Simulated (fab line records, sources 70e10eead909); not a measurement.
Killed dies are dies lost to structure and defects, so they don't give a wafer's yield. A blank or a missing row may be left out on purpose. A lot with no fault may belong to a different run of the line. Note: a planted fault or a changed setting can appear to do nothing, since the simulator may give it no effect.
fab line records	flow nandHarc
record: lots: 12	wafers: 36	lastDay: 33
route steps=1302 shown P_GATE@140 END@1302
lots untouched by any fault: they come from a run of this same line in which no faults occurred
startH: hours from the record's first day to the start of the lot's first wafer shown	waitH: how many hours have passed since the lot's step before this one	" as in the row above	L1.1+2: a single row standing in for several wafers	- no value present, or no start provided	* or withheld: withheld	< > ~ a bound
route shown NAME@n: names a module that has steps shown in the file, with the first one's number in the route	usual: the fault-free wafers' mean and standard deviation	same: alike in all rows	chamber/n: place in a boat	sites: each site's reading	_std_site: standard deviation of those values	_edge_site: the outer-site mean with the inner-site mean subtracted	radiusMm: for every site, how far away it sits from the centre of the wafer	mask NAME#n: copy n	behind: tool/chamber where the wafer was last shaped	hold: why the lot was held/for how many hours/how that ended	device: which transistor (n, p or np) failed to switch	end of line: tests run on the same wafers once the route is complete	a step without rows: its recipe alone	killed: at the first sort, the dies lost to defects and structure; wafer yield is something else	map: per-die view of a wafer (x killed, . not killed, _ where there is no die)
set.NAME: the setting that was run; set.NAME@STEP: the one run at that earlier step	model.NAME: the simulator's own value behind a step, which no gauge read
steps of the route over a sample of lots; a table a step, a row a wafer
services: the hour from which a tool's chamber was out of use, counted from the record's first day as startH (under 0 if before that day), plus the number of hours and why
== steps ==
step: NHARC_P_GATE_DEVELOP_25
recipe: developTimeS: 35	devTempC: 23
usual: developerTempC: 23.00/0.1
same: developTimeS: 35
lot.wafer	tool	chamber	startH	waitH	developerTempC
L125.1	lithoTrack-04	0	100	-	22.85
L125.4	"	0	"	"	22.94
L125.5	"	0	"	"	22.95
L129.1	lithoTrack-01	0	143	-	23.09
L129.3	"	0	"	"	22.97
L129.6	"	0	"	"	22.98
L130.1	lithoTrack-04	0	155	-	22.96
L130.4	"	0	"	"	23.08
L130.6	"	0	"	"	22.85
L132.3	lithoTrack-01	0	183	-	22.88
L132.4	"	0	"	"	22.96
L132.6	"	0	"	"	22.97
L138.1	lithoTrack-01	0	245	-	22.21
L138.4	"	0	"	"	22.05
L138.5	"	0	"	"	22.09
L140.1	lithoTrack-01	0	258	-	22.22
L140.5	"	0	"	"	22.22
L140.6	"	0	"	"	22.16
L141.2	lithoTrack-06	0	262	-	23.10
L141.3	"	0	"	"	23.04
L141.6	"	0	"	"	23.01
L142.4	lithoTrack-06	0	278	-	23.16
L142.5	"	0	"	"	22.98
L142.6	"	0	"	"	23.03
L143.3	lithoTrack-06	0	285	-	22.81
L143.4	"	0	"	"	22.79
L143.6	"	0	"	"	22.82
L145.2	lithoTrack-06	0	303	-	23.11
L145.3	"	0	"	"	23.14
L145.6	"	0	"	"	23.08
L146.2	lithoTrack-01	0	317	-	22.81
L146.4	"	0	"	"	23.14
L146.5	"	0	"	"	22.95
L147.2	lithoTrack-04	0	321	-	22.99
L147.4	"	0	"	"	23.08
L147.5	"	0	"	"	23.05
step: NHARC_P_GATE_STRIP_101
recipe: timeS: 20	o2FlowSccm: 500	arFlowSccm: 0	biasW: 0	chemistry: O2
usual: drypumpMotorCurrentA: 5.9/0.44	o2FlowSccm: 500.1/1.6	oesProductAu: 1.002/0.01	rfVppV: 57.9/0.9	showerheadPlenumPTorr: 3.56/0.15	throttleValvePct: 17.037/0.0095
lot.wafer	tool	chamber	startH	waitH	drypumpMotorCurrentA	o2FlowSccm	oesProductAu	rfHoursCounterH	rfVppV	showerheadPlenumPTorr	throttleValvePct
L125.4	rieDiel-07	0	111.36	0.1	5.8	500.2	0.996	11	57.3	3.68	17.029
L125.1	"	2	"	"	5.9	498.6	1.011	11	58.1	3.63	17.033
L125.5	"	0	"	"	5.9	502.4	1.009	-	57.7	3.68	17.023
L129.1	rieDiel-03	2	154.43	0.1	5.7	501.6	1.001	2	57.9	3.33	17.039
L129.3	"	1	"	"	4.8	501.2	0.990	2	57.3	3.39	17.044
L129.6	"	3	"	"	6.6	498.8	0.998	-	56.0	3.49	17.038
L130.1	rieDiel-07	3	166.89	0.1	5.2	498.8	0.990	1	59.1	3.77	17.056
L130.4	"	2	"	"	5.8	499.7	0.985	1	57.9	3.63	17.037
L130.6	"	3	"	"	5.2	497.6	0.999	-	58.4	3.77	17.031
L132.4	rieDiel-03	0	194.54	0.1	5.2	499.0	1.010	2	58.4	3.39	17.037
L132.3	"	1	"	"	4.9	502.1	0.991	3	57.9	3.39	17.035
L132.6	"	3	"	"	6.6	498.4	0.989	-	58.1	3.49	17.024
L138.1	rieDiel-07	3	258.73	0.1	5.2	501.4	1.003	8	58.6	3.76	17.028
L138.5	"	0	"	"	5.8	500.9	1.004	-	58.3	3.67	17.046
L138.4	"	2	"	"	5.8	501.0	0.982	-	59.1	3.63	17.036
L140.1	rieDiel-05	3	269.82	0.1	6.1	500.8	0.989	1	57.5	3.38	17.046
L140.5	"	1	"	"	6.3	502.8	1.016	-	57.6	3.51	17.045
L140.6	"	2	"	"	6.2	496.9	0.990	-	58.7	3.72	17.044
L141.2	rieDiel-05	1	274.00	0.1	6.3	500.3	1.018	2	57.6	3.51	17.022
L141.3	"	3	"	"	6.1	499.9	0.993	1	58.4	3.38	17.042
L141.6	"	1	"	"	6.3	500.2	1.014	-	56.7	3.51	17.032
L142.4	rieDiel-05	1	292.24	0.1	6.3	500.1	1.019	2	58.4	3.51	17.035
L142.5	"	3	"	"	6.1	500.6	1.012	-	58.1	3.38	17.042
L142.6	"	0	"	"	5.5	503.4	1.007	-	57.8	3.44	17.032
L143.3	rieDiel-05	1	296.39	0.1	6.3	500.7	1.017	2	58.8	3.51	17.041
L143.4	"	2	"	"	6.1	500.1	0.984	-	58.4	3.72	17.037
L143.6	"	3	"	"	6.1	500.5	0.981	-	57.6	3.38	17.033
L145.2	rieDiel-07	0	316.26	0.1	5.8	497.8	1.016	0	58.7	3.67	17.044
L145.3	"	2	"	"	5.8	502.3	0.996	1	57.5	3.63	17.017
L145.6	"	0	"	"	5.8	499.0	1.017	-	59.0	3.67	17.041
L146.4	rieDiel-07	0	328.54	0.1	5.8	498.1	1.013	1	59.3	3.67	17.035
L146.2	"	3	"	"	5.2	502.5	1.002	1	57.9	3.76	17.038
L146.5	"	0	"	"	5.8	495.8	1.009	-	59.3	3.67	17.063
L147.2	rieDiel-07	1	333.10	0.1	6.2	499.2	1.016	1	57.5	3.72	17.028
L147.4	"	3	"	"	5.2	497.7	0.990	1	58.0	3.76	17.038
L147.5	"	2	"	"	5.9	501.3	0.990	-	58.0	3.62	17.027
step: NHARC_P_GATE_DESCUM_48
recipe: timeS: 3	o2FlowSccm: 200	arFlowSccm: 0	biasPowerW: 0	chemistry: O2
usual: drypumpMotorCurrentA: 5.9/0.43	o2FlowSccm: 200.0/0.59	oesProductAu: 1.004/0.011	rfVppV: 57.8/0.89	showerheadPlenumPTorr: 1.94/0.085	throttleValvePct: 11.311/0.0095
lot.wafer	tool	chamber	startH	waitH	drypumpMotorCurrentA	o2FlowSccm	oesProductAu	rfHoursCounterH	rfVppV	showerheadPlenumPTorr	throttleValvePct
L125.1	rieDiel-05	1	112.32	-	6.3	199.1	1.001	1.8	57.2	1.91	11.315
L125.4	"	0	"	"	5.5	200.4	0.986	1.9	58.1	1.87	11.303
L125.5	"	2	"	"	6.2	200.5	0.987	-	59.4	2.03	11.315
L129.1	rieDiel-07	1	155.39	-	6.2	200.4	1.028	0.6	58.0	2.03	11.306
L129.3	"	0	"	"	5.8	199.6	1.013	0.6	58.8	2.00	11.316
L129.6	"	1	"	"	6.2	199.4	1.022	-	58.3	2.03	11.311
L130.4	rieDiel-07	3	167.99	-	5.2	199.7	1.004	0.8	58.2	2.05	11.311
L130.1	"	0	"	"	5.8	199.8	1.020	0.7	57.7	2.00	11.311
L130.6	"	3	"	"	5.2	200.1	1.008	-	58.3	2.05	11.305
L132.4	rieDiel-07	1	195.50	-	6.2	201.0	1.014	3.4	58.2	2.03	11.331
L132.3	"	2	"	"	5.8	199.7	0.995	3.7	56.9	1.97	11.333
L132.6	"	1	"	"	6.2	199.7	1.013	-	59.5	2.03	11.314
L138.4	rieDiel-05	2	259.82	-	6.1	200.9	0.999	1.5	57.7	2.02	11.302
L138.1	"	0	"	"	5.5	199.9	0.997	1.1	58.9	1.86	11.305
L138.5	"	3	"	"	6.1	200.1	0.993	-	57.9	1.82	11.304
L140.1	rieDiel-05	0	270.93	-	5.5	201.3	0.998	1.2	57.8	1.86	11.322
L140.5	"	3	"	"	6.1	200.7	0.996	-	58.2	1.82	11.309
L140.6	"	0	"	"	5.5	200.5	0.992	-	57.8	1.86	11.301
L141.3	rieDiel-05	0	275.08	-	5.5	200.0	1.006	1.4	58.0	1.86	11.295
L141.2	"	2	"	"	6.1	200.2	0.986	1.6	57.5	2.02	11.299
L141.6	"	1	"	"	6.3	200.2	1.010	-	57.9	1.90	11.307
L142.4	rieDiel-03	3	293.33	-	6.6	200.5	1.018	0.0	57.0	1.89	11.307
L142.6	"	2	"	"	5.7	200.0	1.029	-	57.3	1.80	11.305
L142.5	"	3	"	"	6.6	199.3	1.012	-	56.0	1.89	11.323
L143.3	rieDiel-05	1	297.34	-	6.2	199.9	1.025	2.4	58.1	1.90	11.313
L143.4	"	2	"	"	6.1	199.3	0.984	-	57.6	2.02	11.305
L143.6	"	3	"	"	6.1	200.0	0.995	-	56.7	1.82	11.307
L145.3	rieDiel-05	3	317.35	-	6.1	198.9	0.997	2.6	58.8	1.82	11.309
L145.2	"	0	"	"	5.5	199.7	1.007	2.4	59.1	1.86	11.308
L145.6	"	3	"	"	6.1	199.6	0.991	-	55.5	1.82	11.309
L146.2	rieDiel-05	2	329.51	-	6.1	200.2	0.998	3.8	58.2	2.02	11.309
L146.4	"	0	"	"	5.5	199.6	1.000	2.7	58.3	1.86	11.323
L146.5	"	2	"	"	6.1	199.4	1.006	-	56.3	2.02	11.299
L147.2	rieDiel-07	0	334.06	-	5.8	199.7	1.020	1.1	58.3	2.00	11.291
L147.4	"	3	"	"	5.2	199.0	1.001	1.4	58.0	2.05	11.303
L147.5	"	0	"	"	5.8	200.1	1.011	-	58.5	2.00	11.303
step: NHARC_P_GATE_RTA_64
recipe: tempC: 1050	timeS: 1
usual: lampPowerPct: 34.55/0.12	wafer_temp_C_max: 1053.8/0.87
lot.wafer	tool	chamber	startH	waitH	lampPowerPct	wafer_temp_C_max
L125.1	rtpAnneal-01	0	117.33	-	34.71	1053.3
L125.4	"	0	"	"	34.73	1053.7
L125.5	"	0	"	"	34.73	1053.1
L129.1	rtpAnneal-01	0	164.08	-	34.64	1053.0
L129.3	"	0	"	"	34.72	1052.5
L129.6	"	0	"	"	34.66	1053.0
L130.1	rtpAnneal-02	0	173.37	-	34.34	1054.4
L130.4	"	0	"	"	34.36	1053.9
L130.6	"	0	"	"	34.38	1053.4
L132.3	rtpAnneal-01	0	200.57	-	34.73	1053.5
L132.4	"	0	"	"	34.64	1052.5
L132.6	"	0	"	"	34.65	1053.7
L138.1	rtpAnneal-02	0	264.78	-	34.46	1055.1
L138.4	"	0	"	"	34.41	1054.6
L138.5	"	0	"	"	34.41	1056.5
L140.1	rtpAnneal-02	0	275.92	-	34.46	1055.5
L140.5	"	0	"	"	34.47	1053.2
L140.6	"	0	"	"	34.45	1055.7
L141.2	rtpAnneal-02	0	280.23	-	34.52	1054.3
L141.3	"	0	"	"	34.42	1053.8
L141.6	"	0	"	"	34.45	1053.1
L142.4	rtpAnneal-02	0	298.28	-	34.39	1054.5
L142.5	"	0	"	"	34.40	1053.5
L142.6	"	0	"	"	34.41	1054.6
L143.3	rtpAnneal-02	0	302.45	-	34.45	1052.9
L143.4	"	0	"	"	34.45	1055.1
L143.6	"	0	"	"	34.53	1054.8
L145.2	rtpAnneal-01	0	322.38	-	34.76	1053.4
L145.3	"	0	"	"	34.67	1054.2
L145.6	"	0	"	"	34.69	1054.1
L146.2	rtpAnneal-01	0	335.52	-	34.68	1053.5
L146.4	"	0	"	"	34.66	1052.9
L146.5	"	0	"	"	34.71	1054.2
L147.2	rtpAnneal-02	0	339.19	-	34.47	1054.4
L147.4	"	0	"	"	34.45	1053.6
L147.5	"	0	"	"	34.36	1054.1
step: NHARC_END_SORT_01
recipe: tempC: 25
usual: killedAtArray: 58/18	killedAtOther: 1.0/1.5	killedAtPeriphery: 4/3.1	killedDies: 64/18	killedOpen: 3.4/1.9	killedShort: 2.7/1.7
same: grossDies: 677
lot.wafer	tool	chamber	startH	waitH	killedAtArray	killedAtOther	killedAtPeriphery	killedDies	killedOpen	killedShort
L140.1	prober-01	0	743.36	2.5	72	0	1	73	4	0
L140.5	prober-01	0	746.63	3.8	73	0	3	76	4	3
L140.6	prober-01	0	747.44	4.1	80	1	5	86	3	0
killed by level:class
L140.1 A_CHANNEL_HOLE_D1:chamberFilmFlake=39 A_CHANNEL_HOLE_D2:chamberFilmFlake=16 A_SLIT:chamberFilmFlake=7 A_CONTACT:chamberFilmFlake=3 A_STAIRCASE:chamberFilmFlake=3 A_CHANNEL_FILL_D2:geometricParticle:open=2 A_SGD_CUT:geometricParticle:open=1 A_M0:geometricParticle:open=1
L140.5 A_CHANNEL_HOLE_D1:chamberFilmFlake=31 A_CHANNEL_HOLE_D2:chamberFilmFlake=21 A_CONTACT:chamberFilmFlake=5 A_SLIT:chamberFilmFlake=4 A_STAIRCASE:chamberFilmFlake=3 A_CHANNEL_FILL_D1:chamberFilmFlake=2 A_CHANNEL_FILL_D2:chamberFilmFlake=2 P_STI:geometricParticle:short=1
L140.6 A_CHANNEL_HOLE_D1:chamberFilmFlake=28 A_CHANNEL_HOLE_D2:chamberFilmFlake=27 A_CONTACT:chamberFilmFlake=9 A_STAIRCASE:chamberFilmFlake=7 A_SLIT:chamberFilmFlake=5 P_STI:chamberFilmFlake=4 P_M0:geometricParticle:open=1 A_CHANNEL_FILL_D1:geometricParticle:open=1
== services ==
tool	chamber	startH	hours	kind
rieDiel-05	0	86.10	-	clean
rieDiel-05	1	86.10	-	clean
rieDiel-05	2	86.10	-	clean
rieDiel-05	3	86.10	-	clean
rieDiel-03	-	104.30	9.0	pm
rieDiel-05	0	110.60	-	clean
rieDiel-05	1	110.60	-	clean
rieDiel-05	2	110.60	-	clean
rieDiel-07	-	117.20	9.0	pm
lithoTrack-01	-	155.00	7.0	pm
rieDiel-03	-	159.69	21.3	repair
rieDiel-05	1	161.60	3.1	repair
rieDiel-05	-	172.19	4.8	repair
lithoTrack-06	-	179.00	7.0	pm
rieDiel-03	2	202.87	11.6	repair
lithoTrack-04	-	203.00	7.0	pm
rieDiel-05	-	229.60	9.0	pm
rieDiel-07	1	256.65	3.3	repair
rieDiel-03	0	269.32	4.4	repair
rieDiel-03	-	281.30	9.0	pm
rieDiel-07	-	294.20	9.0	pm
rieDiel-05	0	294.30	8.2	repair
rieDiel-03	0	324.13	2.9	repair
lithoTrack-01	-	330.00	7.0	pm
== key ==
firstSign: step: NHARC_P_GATE_DEVELOP_25	reading: developerTempC	direction: down	sigmas: 8.4	usual: *	struck: *
effect none on later readings
metAt NHARC_P_GATE_DEVELOP_25
struckLots L138,L140
testerLeftOut L138,L140
notActingAt NHARC_P_GATE_STRIP_101,NHARC_P_GATE_DESCUM_48,NHARC_P_GATE_RTA_64
onsetBetween 183 245
fault: kind: processParameterDrift	tool: lithoTrack-01	chamber: -	onsetH: 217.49	steps: NHARC_P_GATE_DEVELOP_25	channel: devTempC	offset: *	shape: step	endH: 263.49	actsIn: *	stated: *
testerLeftOut: of these lots the tester's yield and bins aren't shown, on N5 and GAA mostly nor the transistor test; their killed dies are dies lost to structure and defects alone, not to doping, threshold or leakage, so they don't give the yield
